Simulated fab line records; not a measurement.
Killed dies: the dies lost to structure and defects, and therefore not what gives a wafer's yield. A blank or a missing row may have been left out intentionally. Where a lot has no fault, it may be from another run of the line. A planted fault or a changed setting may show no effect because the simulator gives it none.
Chamber matching :: flow n5 finfet :: N5_BEOL_M8_DEP_56 on pecvd-04: 3 sister chambers
The step deposits SiCN from 3MS/NH3, target thk 10 nm, time 17.5 s. 6 wafers are shown with their chamber, then 9 later ones without.

## EACH WAFER AND ITS CHAMBER
wafer: L085.3
chamber: 2
throttle valve pct (%): 8.5
showerhead plenum p Torr (Torr): 3.665

wafer: L085.4
chamber: 2
throttle valve pct (%): 9.0
showerhead plenum p Torr (Torr): 3.660

wafer: L087.5
chamber: 1
throttle valve pct (%): 8.8
showerhead plenum p Torr (Torr): 3.665

wafer: L093.3
chamber: 0
throttle valve pct (%): 9.2
showerhead plenum p Torr (Torr): 3.652

wafer: L093.5
chamber: 0
throttle valve pct (%): 9.0
showerhead plenum p Torr (Torr): 3.663

wafer: L093.6
chamber: 1
throttle valve pct (%): 8.6
showerhead plenum p Torr (Torr): 3.673

## WAFERS MISSING THEIR CHAMBER
wafer: L092.2
throttle valve pct (%): 8.7
showerhead plenum p Torr (Torr): 3.659

wafer: L092.4
throttle valve pct (%): 9.1
showerhead plenum p Torr (Torr): 3.660

wafer: L092.5
throttle valve pct (%): 8.6
showerhead plenum p Torr (Torr): 3.670

wafer: L094.2
throttle valve pct (%): 9.3
showerhead plenum p Torr (Torr): 3.651

wafer: L094.3
throttle valve pct (%): 8.8
showerhead plenum p Torr (Torr): 3.672

wafer: L094.5
throttle valve pct (%): 8.7
showerhead plenum p Torr (Torr): 3.669

wafer: L095.1
throttle valve pct (%): 9.0
showerhead plenum p Torr (Torr): 3.665

wafer: L095.4
throttle valve pct (%): 9.2
showerhead plenum p Torr (Torr): 3.662

wafer: L095.6
throttle valve pct (%): 8.8
showerhead plenum p Torr (Torr): 3.672

## WHICH CHAMBER EACH WENT THROUGH
wafer: L092.2
from the rows above: can't be placed: 2 or 1 or 0
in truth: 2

wafer: L092.4
from the rows above: can't be placed: 0 or 2 or 1
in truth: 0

wafer: L092.5
from the rows above: can't be placed: 1 or 2
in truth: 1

wafer: L094.2
from the rows above: can't be placed: 0 or 2
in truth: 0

wafer: L094.3
from the rows above: can't be placed: 1 or 2
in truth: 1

wafer: L094.5
from the rows above: can't be placed: 1 or 2
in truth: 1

wafer: L095.1
from the rows above: can't be placed: 2 or 0 or 1
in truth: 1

wafer: L095.4
from the rows above: can't be placed: 0 or 2 or 1
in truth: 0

wafer: L095.6
from the rows above: can't be placed: 1 or 2
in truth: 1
Correct placement for 0 of the 9. From these rows, 9 cannot be placed; in 9 the true chamber is one of the candidates. 0 placed wrongly.
How it was worked out, from the rows above alone: a wafer's distance from a chamber is the root of the sum, over the readings, of the square of ((its reading less the chamber's mean) divided by the reading's scatter). If the next closest chamber is less than 2 further off than the closest, the wafer can't be placed; otherwise it belongs to the closest. For every chamber, the mean is computed from those of its wafers that are shown. How the scatter is found: for the shown wafers, subtract from each reading the mean of its chamber, square and add these, divide the total by (wafers less chambers), then take the root.
